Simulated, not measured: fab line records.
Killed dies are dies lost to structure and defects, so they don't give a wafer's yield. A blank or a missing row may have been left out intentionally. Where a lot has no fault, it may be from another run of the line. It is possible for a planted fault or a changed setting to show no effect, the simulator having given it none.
fab line records	flow n5Finfet
record: lots: 5	wafers: 12	lastDay: 18
route steps=1938 shown BEOL_M2@879 BEOL_M4@1111 PASSIVATION@1936
lots with no fault: from the same line, run without faults
startH: hours from the record's opening day to when the first of the lot's shown wafers began	waitH: time in hours since the lot's previous step	" identical to the entry in the row above	L1.1+2: a row that stands for several wafers	- no value, or no start given	* or withheld: withheld	< > ~ a bound
route shown NAME@n: a module of which the file shows steps, and the number in the route of the first	usual: the fault-free wafers' mean and standard deviation	same: alike in all rows	chamber/n: place in a boat	sites: per-site readings	_std_site: standard deviation of those values	_edge_site: mean of outer sites minus mean of inner sites	radiusMm: how far each site lies from the wafer's centre	mask NAME#n: copy n	behind: the last tool/chamber to shape the wafer	hold: why the lot went on hold/how many hours it stayed there/how the hold came to an end	device: which transistor (n, p or np) failed to switch	end of line: the route-end tests of the same wafers	a step given without rows: its recipe and nothing more	killed: at the first sort, the dies lost to defects and structure; wafer yield is something else	map: shows each die of a wafer: x if killed, . if not, _ if none is there
set.NAME: the setting as run; set.NAME@STEP: as run at that earlier step	model.NAME: the simulator's own value behind a step, which no gauge read
a table for each step, a row for each wafer; lots at some steps of the route
services: a tool's chamber out of use, with start hour (startH, from the record's first day; less than 0 if before it), hours out, and reason
== steps ==
step: N5_BEOL_M2_DESCUM_33
recipe: chemistry: O2	timeS: 7	sourcePowerW: 50	biasPowerW: 20	pressureMtorr: 20	rfFrequencyHz: 2.712e+07	tempC: 40	resist: CAR-EUV	o2FlowSccm: 225
step: N5_BEOL_M2_ETCH_77
recipe: chemistry: N2/H2	target: underlayer	targetDepthA: 65	maskMaterial: CAR-EUV	timeS: 5.2	ionEnergyEv: 200	pressureMtorr: 30	sourceW: 840	biasW: 150	n2FlowSccm: 200	h2FlowSccm: 200	ends: cleared
step: N5_BEOL_M2_ETCH_69
recipe: chemistry: CF4	target: SiARC	targetDepthA: 156	maskMaterial: CAR-EUV	timeS: 26	ionEnergyEv: 80	pressureMtorr: 40	sourceW: 545	biasW: 36	Ar_flow_sccm: 100	cf4FlowSccm: 100	ends: cleared
step: N5_BEOL_M2_ALD_98
recipe: material: SiO2	targetThkA: 25	tempC: 100	aldPrecursorFamily: BDEAS	aldCoReactant: O2-plasma	pulseTimeS: 1	coReactantPulseTimeS: 1	purgeTimeS: 2	coReactantPurgeTimeS: 2	aldCycles: 17	pressureTorr: 2
step: N5_BEOL_M2_ETCHBACK_99
recipe: chemistry: CHF3	target: SiO2	targetDepthA: 50	timeS: 10.4	sourceW: 215	biasW: 47	Ar_flow_sccm: 200	CHF3_flow_sccm: 12	ionEnergyEv: 100	pressureMtorr: 30
step: N5_BEOL_M2_ETCH_70
recipe: chemistry: N2/H2	target: SOC	targetDepthA: 800	overetchA: 240	maskMaterial: SiARC	tempC: 40	timeS: 130	ionEnergyEv: 200	pressureMtorr: 30	sourceW: 840	biasW: 150	n2FlowSccm: 200	h2FlowSccm: 200
step: N5_BEOL_M2_STRIP_71
recipe: chemistry: N2/H2	tempC: 40	n2FlowSccm: 200	h2FlowSccm: 200	rfFrequencyHz: 6e+07
step: N5_BEOL_M2_STRIP_78
recipe: chemistry: N2/H2	tempC: 40	n2FlowSccm: 200	h2FlowSccm: 200	rfFrequencyHz: 6e+07
step: N5_BEOL_M2_VIA_ETCH_34
recipe: chemistry: C4F6/O2	targetDepthA: 694	maskMaterial: SOC	pressureMtorr: 15	ionEnergyEv: 250	taperDeg: 4	timeS: 65.9	sourceW: 350	biasW: 170	Ar_flow_sccm: 300	C4F6_flow_sccm: 10	O2_flow_sccm: 10
step: N5_BEOL_M2_STRIP_83
recipe: chemistry: C4F6/O2	resist: SiARC	rfFrequencyHz: 6e+07
step: N5_BEOL_M2_STRIP_36
recipe: chemistry: N2/H2	powerW: 450	tempC: 40	pressureMtorr: 20	rfFrequencyHz: 6e+07	overashFraction: 0.3	biasPowerW: 7	h2Frac: 0.5	n2FlowSccm: 200	h2FlowSccm: 200
step: N5_BEOL_M2_TRENCH_ETCH_37
recipe: chemistry: C4F6/O2	targetDepthA: 555.55	target: SiOC	timeS: 29.2	ionEnergyEv: 250	pressureMtorr: 30	sourceW: 355	biasW: 185	Ar_flow_sccm: 300	C4F6_flow_sccm: 10	O2_flow_sccm: 10
usual: drypumpMotorCurrentA: 5.9/0.6	oesProductAu: 0.79/0.094	rfVppV: 661/10	showerheadPlenumPTorr: 2.83/0.091	throttleValvePct: 20.78/0.22
lot.wafer	tool	chamber	startH	waitH	drypumpMotorCurrentA	oesProductAu	rfHoursCounterH	rfVppV	showerheadPlenumPTorr	throttleValvePct	model.BEOL_M2.featureDepthNm	model.etch.depthNm	model.TiN_of_BEOL_M2_HM_DEP_02.thkNm
L787.2	rieDiel-05	2	166.82	-	5.6	0.78	133	665	2.87	20.90	55.6	55.62	17.8
L787.3	"	3	"	"	6.7	0.72	201	647	2.71	21.01	53.8	53.84	17.8
L787.6	"	3	"	"	6.7	0.72	-	646	2.71	21.02	53.8	53.85	17.8
L790.1	rieDiel-01	0	190.18	-	6.2	1.00	6	663	3.03	20.41	57	57.03	17.8
L790.3	"	2	"	"	6.7	0.76	172	668	2.83	20.70	55.2	55.15	17.8
L790.4	"	2	"	"	6.7	0.75	-	669	2.83	20.71	55.4	55.39	17.6
L802.1	rieDiel-01	3	261.47	-	5.9	0.94	13	648	2.89	20.47	57	56.93	17
L802.5	"	2	"	"	6.7	0.59	-	668	2.82	20.73	38	38.01	18
L804.1	rieDiel-01	2	277.45	-	6.7	0.73	206	669	2.82	20.76	54	54.07	17.6
L804.6	"	2	"	"	6.7	0.59	-	668	2.81	20.72	38	37.96	18.4
L805.3	rieDiel-01	0	295.97	-	6.2	0.89	48	663	3.01	20.46	56.2	56.11	17.6
L805.6	"	2	"	"	6.7	0.58	-	669	2.81	20.75	37.8	37.84	18.6
step: N5_BEOL_M2_ETCH_41
recipe: chemistry: CH3F/O2	target: SiCN	targetDepthA: 299	taperDeg: 2	timeS: 52.5	ionEnergyEv: 120	maskMaterial: TiN	pressureMtorr: 30	sourceW: 395	biasW: 75	Ar_flow_sccm: 150	CH3F_flow_sccm: 30	O2_flow_sccm: 20
step: N5_BEOL_M2_STRIP_97
recipe: chemistry: N2/H2	timeS: 10	powerW: 450	tempC: 40	pressureMtorr: 20	rfFrequencyHz: 6e+07	biasPowerW: 7	n2FlowSccm: 200	h2FlowSccm: 200
step: N5_BEOL_M2_OCD_MEAS_38
usual: trenchDepthNm: 55.2/1.3
lot.wafer	tool	chamber	startH	waitH	trenchDepthNm
L787.2	ocd-01	-	166.98	-	55.7
L787.3	"	-	"	"	53.9
L787.6	"	-	"	"	54.6
L790.1	ocd-01	-	190.34	-	57.0
L790.3	"	-	"	"	55.4
L790.4	"	-	"	"	55.0
L802.1	ocd-01	-	261.62	-	56.9
L802.5	"	-	"	"	37.6
L804.1	ocd-02	-	277.60	-	54.6
L804.6	"	-	"	"	38.3
L805.3	ocd-02	-	296.12	-	55.6
L805.6	"	-	"	"	37.2
step: N5_BEOL_M2_HM_STRIP_39
recipe: chemistry: peroxideTinStrip	material: TiN	targetDepthA: 250	tempC: 50	timeS: 158
step: N5_BEOL_M2_SRD_40
recipe: timeS: 30	tempC: 23	rinseLiquid: diw	dry: ipaMarangoni
step: N5_BEOL_M2_PRECLEAN_42
recipe: chemistry: residueRemover	timeS: 60	tempC: 40
step: N5_BEOL_M2_SRD_43
recipe: timeS: 30	tempC: 23	rinseLiquid: diw	dry: ipaMarangoni
step: N5_BEOL_M2_DEGAS_44
recipe: ambient: vacuum	tempC: 250	timeS: 60
step: N5_BEOL_M2_PRE_CLEAN_45
recipe: gas: H2/He	timeS: 30	tempC: 250
step: N5_BEOL_M2_ALD_84
recipe: material: TaN	targetThkA: *	tempC: 275	aldPrecursorFamily: PDMAT	aldCoReactant: NH3	pressureTorr: 3	carrierFlowSccm: 1500	pulseTimeS: 2	purgeTimeS: 3	coReactantPurgeTimeS: 2	coReactantPulseTimeS: 3	aldCycles: 30	precursorVesselTempC: 75	precursorVesselPressureTorr: 26.25	precursorVesselCarrierSccm: 1000
step: N5_BEOL_M2_SURFACE_TREAT_85
recipe: gas: Ar	timeS: *	ionEnergyEv: *	ionCurrentMaCm2: 0.5	pressureMtorr: *	arFlowSccm: 30
step: N5_BEOL_M2_CVD_47
recipe: material: Co	targetThkA: 30	tempC: withheld	precursor: CCTBA/H2	pressureTorr: 30	timeS: 223.8
step: N5_BEOL_M2_SPUTTER_48
recipe: material: Cu	targetThkA: 45	tempC: -20	chamberPressurePa: 0.07	powerW: withheld	timeS: 8.29
step: N5_BEOL_M2_ANNEAL_49
recipe: tempC: 400	timeS: 240	ambient: vacuum
step: N5_BEOL_M2_SPUTTER_79
recipe: material: Cu	targetThkA: 45	tempC: -20	chamberPressurePa: 0.07	powerW: withheld	timeS: 8.29
step: N5_BEOL_M2_ANNEAL_80
recipe: tempC: 400	timeS: 240	ambient: vacuum
step: N5_BEOL_M2_SPUTTER_81
recipe: material: Cu	targetThkA: 45	tempC: -20	chamberPressurePa: 0.07	powerW: withheld	timeS: 8.29
step: N5_BEOL_M2_ANNEAL_82
recipe: tempC: 400	timeS: 240	ambient: vacuum
step: N5_BEOL_M2_SPUTTER_86
recipe: material: Cu	targetThkA: 45	tempC: -20	chamberPressurePa: 0.07	powerW: withheld	timeS: 8.29
step: N5_BEOL_M2_ANNEAL_87
recipe: tempC: 400	timeS: 240	ambient: vacuum
step: N5_BEOL_M2_SPUTTER_88
recipe: material: Cu	targetThkA: 45	tempC: -20	chamberPressurePa: 0.07	powerW: withheld	timeS: 8.29
step: N5_BEOL_M2_ANNEAL_89
recipe: tempC: 400	timeS: 240	ambient: vacuum
step: N5_BEOL_M2_SPUTTER_90
recipe: material: Cu	targetThkA: 45	tempC: -20	chamberPressurePa: 0.07	powerW: withheld	timeS: 8.29
step: N5_BEOL_M2_ANNEAL_91
recipe: tempC: 400	timeS: 240	ambient: vacuum
step: N5_BEOL_M2_SPUTTER_92
recipe: material: Cu	targetThkA: 45	tempC: -20	chamberPressurePa: 0.07	powerW: withheld	timeS: 8.29
step: N5_BEOL_M2_ANNEAL_93
recipe: tempC: 400	timeS: 240	ambient: vacuum
step: N5_BEOL_M2_SPUTTER_94
recipe: material: Cu	targetThkA: 45	tempC: -20	chamberPressurePa: 0.07	powerW: withheld	timeS: 8.29
step: N5_BEOL_M2_ANNEAL_95
recipe: tempC: 400	timeS: 240	ambient: vacuum
step: N5_BEOL_M2_CMP_52
recipe: stopOn: SiOC	tOverpolishS: 6.8	downForcePsi: 1	platenRpm: 50	clearingPlatenDownForcePsi: 1.5	clearingPlatenRpm: 50	postCmpClean: cuAlkaline	targetThkNm: 40	clearingPlatenPadVelocityMS: 0.99484	padVelocityMS: 0.99484
usual: barrierFieldEndpointS: 24.8/0.67	motorCurrentA: 6.0/0.62	overpolishRunS: 6.801/0.0098	timeToEndpointS: 63/3.4
lot.wafer	tool	chamber	startH	waitH	barrierFieldEndpointS	motorCurrentA	overpolishRunS	timeToEndpointS	model.Cu_of_BEOL_M2_ECD_50.thkNm
L787.2	cmp-01	1	170.75	0.2	24.6	6.6	6.791	62	39.2
L787.3	"	0	"	"	25.0	5.1	6.786	64	38.4
L787.6	"	1	"	"	24.6	6.3	6.792	60	37
L790.4	cmp-02	0	193.86	0.1	24.5	5.4	6.795	61	39.6
L790.3	"	2	"	"	24.4	5.4	6.805	66	40.4
L790.1	"	3	"	"	25.5	5.4	6.813	66	43.6
L802.1	cmp-02	1	265.20	0.4	24.5	5.1	6.813	64	41.6
L802.5	"	3	"	"	25.8	5.6	6.783	68	22.2
L804.1	cmp-03	3	284.08	0.3	25.1	6.9	6.812	63	39.4
L804.6	"	1	"	"	25.4	6.8	6.807	60	21.4
L805.3	cmp-02	0	302.36	0.3	24.0	5.4	6.792	59	39
L805.6	"	2	"	"	25.5	5.3	6.791	66	25
step: N5_BEOL_M2_THK_MEAS_53
recipe: thkMeasGauge: xrf	reads: Cu_of_BEOL_M2_ECD_50
usual: M2_THK: 40.4/1.8
lot.wafer	tool	chamber	startH	waitH	M2_THK[nm]
L787.2	filmMetro-01	-	171.05	-	39.7
L787.3	"	-	"	"	38.8
L787.6	"	-	"	"	37.5
L790.1	filmMetro-01	-	194.16	-	44.3
L790.3	"	-	"	"	41.2
L790.4	"	-	"	"	40.3
L802.1	filmMetro-01	-	265.38	-	42.2
L802.5	"	-	"	"	22.4
L804.1	filmMetro-01	-	284.30	-	40.1
L804.6	"	-	"	"	21.9
L805.3	filmMetro-02	-	302.58	-	39.6
L805.6	"	-	"	"	25.4
step: N5_BEOL_M2_RS_MEAS_58
recipe: thkMeasGauge: four-point-probe	reads: Co_of_BEOL_M2_CO_CAP_55+Cu_of_BEOL_M2_ECD_50+Co_of_BEOL_M2_CVD_47+TaN_of_BEOL_M2_ALD_84
usual: M2_RS: 0.68/0.039
lot.wafer	tool	chamber	startH	waitH	M2_RS[ohm/sq]
L787.2	filmMetro-01	-	171.31	0.1	0.69
L787.3	"	-	"	"	0.70
L787.6	"	-	"	"	0.74
L790.1	filmMetro-01	-	194.50	0.1	0.60
L790.3	"	-	"	"	0.66
L790.4	"	-	"	"	0.67
L802.1	filmMetro-01	-	265.66	0.1	0.64
L802.5	"	-	"	"	1.48
L804.1	filmMetro-02	-	284.56	0.0	0.68
L804.6	"	-	"	"	1.54
L805.3	filmMetro-01	-	302.85	0.1	0.69
L805.6	"	-	"	"	1.25
step: N5_BEOL_M4_RC_MEAS_101
usual: DIBL_N: 36.5/2	DIBL_P: 36.5/2.3	IOFF_N: 0.16/0.036	IOFF_P: 0.21/0.037	ION_N: 672/12	ION_P: 459/7.1	SERP_M2: 196/16	SERP_M2_max_site: 209/18	SS_N: 71.6/0.73	SS_P: 73.4/0.76	VT_N: 250/3.3	VT_P: -250.5/2.9
lot.wafer	tool	chamber	startH	waitH	DIBL_N[mV/V]	DIBL_P[mV/V]	IOFF_N[nA/um]	IOFF_P[nA/um]	ION_N[uA/um]	ION_P[uA/um]	SERP_M2[ohm/um]	SERP_M2_max_site[ohm/um]	SS_N[mV/dec]	SS_P[mV/dec]	VT_N[mV]	VT_P[mV]
L787.2	prober-01	0	195.08	0.2	33.8	33.6	0.12	0.17	663	459	228	245	70.6	72.7	254	-252.6
L787.3	"	0	"	"	33.8	33.8	0.13	0.18	676	461	215	224	70.0	73.0	251	-252.3
L787.6	"	0	"	"	34.6	33.9	0.13	0.17	670	459	221	230	70.1	73.0	255	-252.6
L790.1	prober-01	0	226.88	0.0	35.7	34.9	0.14	0.17	661	450	184	203	70.6	73.3	253	-253.3
L790.3	"	0	"	"	35.6	35.4	0.13	0.17	656	451	186	203	70.5	73.1	253	-254.8
L790.4	"	0	"	"	38.8	37.9	0.21	0.23	682	464	225	239	72.0	74.3	246	-250.4
L802.1	prober-02	0	297.75	0.0	35.9	35.4	0.14	0.17	673	456	177	191	71.2	73.2	253	-256.2
L802.5	"	0	"	"	37.2	37.3	0.16	0.20	682	459	391	415	71.3	73.0	251	-253.5
L804.1	prober-01	0	309.25	0.0	37.3	40.0	0.21	0.28	689	471	188	204	71.6	74.9	245	-244.4
L804.6	"	0	"	"	36.9	38.2	0.20	0.26	683	466	449	464	71.9	73.5	247	-247.0
L805.3	prober-01	0	332.37	0.3	35.5	37.8	0.14	0.19	664	454	185	190	71.2	73.7	253	-253.2
L805.6	"	0	"	"	36.7	38.2	0.16	0.19	677	455	341	384	71.6	74.5	251	-254.5
sites SERP_M2 radiusMm=0,75,75,75,75,140,140,140,140
L787.2 232 245 236 228 228 208 209 199 222
L790.1 186 178 192 178 182 175 203 187 184
L802.1 178 173 176 191 177 174 189 171 179
L804.1 176 188 186 184 183 201 198 203 204
L805.3 173 180 185 183 190 184 190 190 189
step: N5_PASSIVATION_PROBE_49
usual: defectLimitedYield: 91.4/1.4	killed_at_M0_to_M3: 33/11	killed_at_M4_up: 13/5.3	killedAtContacts: 13/6.1	killedAtFrontEnd: 40/11	killedAtOther: 2.9/2.7	killedDies: 102/17	killedOnRim: 14/4.2	killedOpen: 68/13	killedShort: 32/7.5	sort_bin_5_function: 5.1/0.98	sort_bin_6_memory: 3.2/0.69	sort_bin_8_speed: 0.1/1.1	sortNPass: 1077/21
same: grossDies: 1180	killedAtBackSide: 0	sort_bin_4_leakage[%]: 0
lot.wafer	tool	chamber	startH	waitH	defectLimitedYield[%]	killed_at_M0_to_M3	killed_at_M4_up	killedAtContacts	killedAtFrontEnd	killedAtOther	killedDies	killedOnRim	killedOpen	killedShort	sort_bin_5_function[%]	sort_bin_6_memory[%]	sort_bin_8_speed[%]	sortNPass
L787.2	prober-02	-	316.22	0.1	88.2	32	14	18	73	2	139	17	101	37	7.2	4.3	0	1041
L787.3	prober-02	-	316.27	0.1	91.0	25	12	10	51	8	106	10	68	37	5.5	3.1	0	1074
L787.6	prober-02	-	316.42	0.3	89.0	55	6	12	55	2	130	21	97	33	6.8	4.2	0	1050
L790.1	prober-02	-	350.59	0.0	91.0	33	15	15	41	2	106	19	73	32	5.4	3.4	0	1074
L790.3	prober-02	-	350.69	0.1	89.4	56	12	13	44	0	125	16	71	49	6.7	3.3	0	1055
L790.4	prober-02	-	350.74	0.2	90.4	47	8	11	42	5	113	14	75	38	5.7	3.5	0	1067
L802.1	prober-01	-	408.97	0.0	92.3	34	9	18	21	9	91	10	68	22	4.6	3.1	0	1089
L802.5	prober-01	-	409.17	0.2	83.5	127	20	21	26	1	195	23	82	28	5.9	3.4	7.0	985
L804.1	prober-02	-	419.58	0.0	91.0	13	24	9	51	9	106	18	76	29	5.6	3.1	0	1074
L804.6	prober-02	-	419.83	0.3	69.4	284	21	9	43	4	361	49	76	29	5.6	3.1	21.7	819
L805.3	prober-02	-	437.23	0.1	93.6	23	5	1	46	0	75	10	54	21	3.6	2.2	0	1105
L805.6	prober-02	-	437.38	0.3	88.4	71	8	7	50	1	137	18	70	48	6.2	3.6	1.6	1043
killed by level:class
L787.2 FIN_SAQP:geometricParticle:open=27 STI_FIN_REVEAL:geometricParticle:open=17 MOL_CONTACT_COAG:geometricParticle:open=15 FIN_SAQP:geometricParticle:short=10 BEOL_M2:geometricParticle:open=9 BEOL_M3:geometricParticle:open=7 DUMMY_GATE:geometricParticle:open=5 BEOL_M0_SAQP:geometricParticle:short=5
L787.3 FIN_SAQP:geometricParticle:open=22 BEOL_M0_SAQP:geometricParticle:open=9 STI_FIN_REVEAL:geometricParticle:open=7 FIN_SAQP:geometricParticle:short=6 BEOL_M0_SAQP:geometricParticle:short=6 MOL_CONTACT_COAG:geometricParticle:open=5 MOL_CONTACT_COAG:geometricParticle:short=5 BEOL_M4:geometricParticle:short=4
L787.6 STI_FIN_REVEAL:geometricParticle:open=18 BEOL_M2:geometricParticle:open=16 BEOL_M0_SAQP:geometricParticle:open=14 MOL_CONTACT_COAG:geometricParticle:open=11 GATE_CUT:geometricParticle:short=7 BEOL_M2:geometricParticle:short=7 BEOL_M3:geometricParticle:open=7 FIN_SAQP:geometricParticle:open=6
L790.1 STI_FIN_REVEAL:geometricParticle:open=13 BEOL_M1:geometricParticle:open=11 MOL_CONTACT_COAG:geometricParticle:open=10 BEOL_M4:geometricParticle:open=10 BEOL_M3:geometricParticle:open=8 FIN_SAQP:geometricParticle:short=6 FIN_SAQP:geometricParticle:open=5 GATE_CUT:geometricParticle:short=5
L790.3 STI_FIN_REVEAL:geometricParticle:open=13 BEOL_M0_SAQP:geometricParticle:short=11 MOL_CONTACT_COAG:geometricParticle:open=10 BEOL_M3:geometricParticle:open=10 BEOL_M2:geometricParticle:open=8 BEOL_M1:geometricParticle:open=7 FIN_SAQP:geometricParticle:open=6 BEOL_M4:geometricParticle:open=6
L790.4 BEOL_M1:geometricParticle:open=18 STI_FIN_REVEAL:geometricParticle:open=14 FIN_SAQP:geometricParticle:short=12 BEOL_M0_SAQP:geometricParticle:short=8 BEOL_M3:geometricParticle:open=8 MOL_CONTACT_COAG:geometricParticle:open=7 BEOL_M0_SAQP:geometricParticle:open=7 FIN_SAQP:geometricParticle:open=5
L802.1 MOL_CONTACT_COAG:geometricParticle:open=17 STI_FIN_REVEAL:geometricParticle:open=9 BEOL_M0_SAQP:geometricParticle:open=9 BEOL_M0_SAQP:geometricParticle:short=6 PASS1_CAP:geometricParticle:open=6 BEOL_M1:geometricParticle:open=5 BEOL_M2:geometricParticle:open=4 BEOL_M3:geometricParticle:open=4
L802.5 BEOL_M2:areaEcd=83 MOL_CONTACT_COAG:geometricParticle:open=17 BEOL_M4:geometricParticle:open=11 BEOL_M0_SAQP:geometricParticle:short=9 BEOL_M1:geometricParticle:open=9 BEOL_M2:geometricParticle:open=8 BEOL_M0_SAQP:geometricParticle:open=7 BEOL_M3:geometricParticle:open=6
L804.1 STI_FIN_REVEAL:geometricParticle:open=15 BEOL_M4:geometricParticle:open=14 FIN_SAQP:geometricParticle:open=13 FIN_SAQP:geometricParticle:short=10 MOL_CONTACT_COAG:geometricParticle:open=7 STARTING-WAFER:geometricParticle:open=5 BEOL_M0:geometricParticle:open=4 BEOL_M3:geometricParticle:open=4
L804.6 BEOL_M2:areaEcd=256 FIN_SAQP:geometricParticle:open=12 FIN_SAQP:geometricParticle:short=10 BEOL_M4:geometricParticle:open=10 MOL_CONTACT_COAG:geometricParticle:open=8 BEOL_M1:geometricParticle:open=7 BEOL_M0:geometricParticle:open=6 GATE_CUT:geometricParticle:short=5
L805.3 BEOL_M3:geometricParticle:open=11 DUMMY_GATE:geometricParticle:open=10 FIN_SAQP:geometricParticle:short=9 STI_FIN_REVEAL:geometricParticle:open=9 GATE_CUT:geometricParticle:open=6 BEOL_M0_SAQP:geometricParticle:short=4 STARTING-WAFER:geometricParticle:open=4 FIN_SAQP:geometricParticle:open=3
L805.6 BEOL_M2:areaEcd=19 BEOL_M0_SAQP:geometricParticle:short=15 STI_FIN_REVEAL:geometricParticle:open=12 BEOL_M0_SAQP:geometricParticle:open=10 BEOL_M3:geometricParticle:open=10 GATE_CUT:geometricParticle:short=7 BEOL_M1:geometricParticle:open=7 FIN_SAQP:geometricParticle:short=6
map L802.5 (x killed, . not)
_________________...x.....x..________________
______________..............x..._____________
___________...x...xx.x.......x.....__________
__________.x.........x......xxx....._________
________x.......xx...x....x...x....x.x_______
_______...x.........x............x.....______
______................x................._____
_____................x.x......x.........x____
____........x...........x.........x.......___
___x....x..x..................x.xx.x....x..__
___.xx..x......x.......x.x......xx..x.x....__
__.x.......x.......x..x..x.....x.x..x..xxx.._
__.x.......xx...........x.x.....x..........._
_x........x............x.x.....x...x..x......
_.....x.x.....x.....x..x......x.x......x.....
_......x....x....................x.....x.....
_.x...x....x...........x....x.............xxx
_.x..x.x.........x...x....x.x.x.x.x..........
_...x...x..........x.x...xx.....xx..x....x...
_...xx..................x.......x.......x....
_......................x.x........x..x.....x.
__.....x.................................x.._
__.x...x..x......x......x....x.x.x...x.....x_
___.......xx....x.........x...........x....__
___....x....x...x......x........x..........__
____.......x...........x....x..x........x.___
_____...x........x.x......x..x..x....x...____
______...x.x.....xx.xxx...x..x.........._____
_______......x...xx.x..x..x........x...______
________...x.xx...xx..x.....x....xxx.._______
__________.................x.....x.._________
___________..........x............x__________
______________.........xx.x....._____________
_________________...x.xxx....________________
map L804.6 (x killed, . not)
_________________..x......x..________________
______________x..xx.......x...x._____________
___________.xx...xx....x.x.......x.__________
__________..xx.xx..x....xx...x....x._________
________x.xx.x.x..x.xx..x..........xx._______
_______.x.x.........x..x..xx.....x.....______
______x..x...x........xx..x......x.x.x.._____
_____x..x..x.x.....xx.x.x....x.....x.....____
____x...x......xx...xxxx..xxxx......x.....___
___...x..x.x..x..x.x..x.x..x..x............__
___x..xx.x.x...x..x..xx.........x..........__
__..x.x.x...x..x..x.x.......x.x....x.x.xx.x._
__xx.x....x.....xxx............x.x.........x_
_.x.x..x.xxxx..x.............x.......x.....x.
_xx..xxxx........xx.xxx......x.........x...x.
_.xx.x.......x...x....xxx........x.......x..x
_....x....x.x..x.xx....x.....x.x.x.x...x.....
_.....x.x...xxxxx.x.xx............x.x..x.x...
_xxx.x......x...x...x......x.x...x....x..x...
_x...x..xxx......x..x...x...x........x....xx.
_xxxxx..xx.....xx...........x...x....x.x..x..
__...x.x..........xx.x...x.x.....x.x..xx..xx_
__..x.x.........x..x..xx.x....x....xx..x.x.._
___.....x.xx.x...xx......xx.xx.....x.x.xxx.__
___.xx..x..x..xxxx..xx..x.....x...xx...x..x__
____x.xx.x.x..xxx..x....x.xx.....xx..xxx..___
_____..x....x...xxxxx....x...x........xx.____
______..xx.xx.xx.x.xxx.x.x.x........x.x._____
_______...x......xx.xxx.x.x...x..x.....______
________x.....xx..x...x..xx...xx..x..._______
__________.x..x.x..xx..x........xx.._________
___________.xxxx......x........xxx.__________
______________x......x.x..x.xx.._____________
_________________..x...x.x...________________
== services ==
tool	chamber	startH	hours	kind
cmp-03	-	150.91	0.5	repair
rieDiel-01	0	153.21	-	clean
rieDiel-01	0	153.21	-	consumableReplace:focusRing
rieDiel-01	0	153.21	-	consumableReplace:showerhead
rieDiel-01	0	153.21	21.3	scheduledDown
rieDiel-01	0	153.21	21.3	ventCycle
rieDiel-05	0	156.68	4.6	repair
cmp-02	-	158.53	3.9	repair
rieDiel-01	3	183.44	7.2	repair
rieDiel-01	3	190.78	-	clean
rieDiel-01	3	190.78	-	consumableReplace:esc
rieDiel-01	3	190.78	-	consumableReplace:focusRing
rieDiel-01	3	190.78	31.4	scheduledDown
rieDiel-05	-	236.83	0.2	repair
cmp-03	-	238.57	4.0	pm
cmp-02	-	245.11	0.5	repair
rieDiel-01	1	255.42	3.4	repair
cmp-02	-	258.02	6.3	pm
cmp-01	-	263.32	4.0	pm
rieDiel-01	2	270.68	4.7	repair
cmp-01	-	271.26	0.5	repair
cmp-02	-	272.79	0.7	repair
cmp-01	-	273.23	6.1	pm
rieDiel-05	-	273.86	14.6	pm
== key ==
firstSign: step: N5_BEOL_M2_TRENCH_ETCH_37	reading: oesProductAu	direction: down	sigmas: 2.1	usual: 0.79	struck: 0.59
effect: step: N5_BEOL_M2_OCD_MEAS_38	reading: trenchDepthNm	direction: down	sigmas: 14	usual: 55.2	struck: 37.7
effect: step: N5_BEOL_M2_THK_MEAS_53	reading: M2_THK	direction: down	sigmas: 9.7	usual: 40.4	struck: 23.2
effect: step: N5_BEOL_M2_RS_MEAS_58	reading: M2_RS	direction: up	sigmas: 19	usual: 0.68	struck: 1.42
effect: step: N5_BEOL_M4_RC_MEAS_101	reading: SERP_M2	direction: up	sigmas: 12	usual: 196	struck: 394
effect: step: N5_BEOL_M4_RC_MEAS_101	reading: SERP_M2_max_site	direction: up	sigmas: 12	usual: 209	struck: 421
effect: step: N5_PASSIVATION_PROBE_49	reading: killed_at_M0_to_M3	direction: up	sigmas: 12	usual: 33	struck: 161
modelEffect: step: N5_BEOL_M2_TRENCH_ETCH_37	value: BEOL_M2.featureDepthNm	without: 54.8	struck: 37.93
modelEffect: step: N5_BEOL_M2_CMP_52	value: Cu_of_BEOL_M2_ECD_50.thkNm	without: 39.73	struck: 22.87
moreKillsBornAt: N5_BEOL_M2_ECD_50@ecdCu-02: 256	N5_BEOL_M2_ECD_50@ecdCu-01: 102
metAt N5_BEOL_M2_TRENCH_ETCH_37
struckWafers L802.5,L804.6,L805.6
onsetBetween 190.18 261.47
fault: kind: processParameterDrift	tool: rieDiel-01	chamber: -	onsetH: 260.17	steps: N5_BEOL_M2_TRENCH_ETCH_37	channel: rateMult	offset: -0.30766	shape: step	endH: 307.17	scope: struckWafersOnly
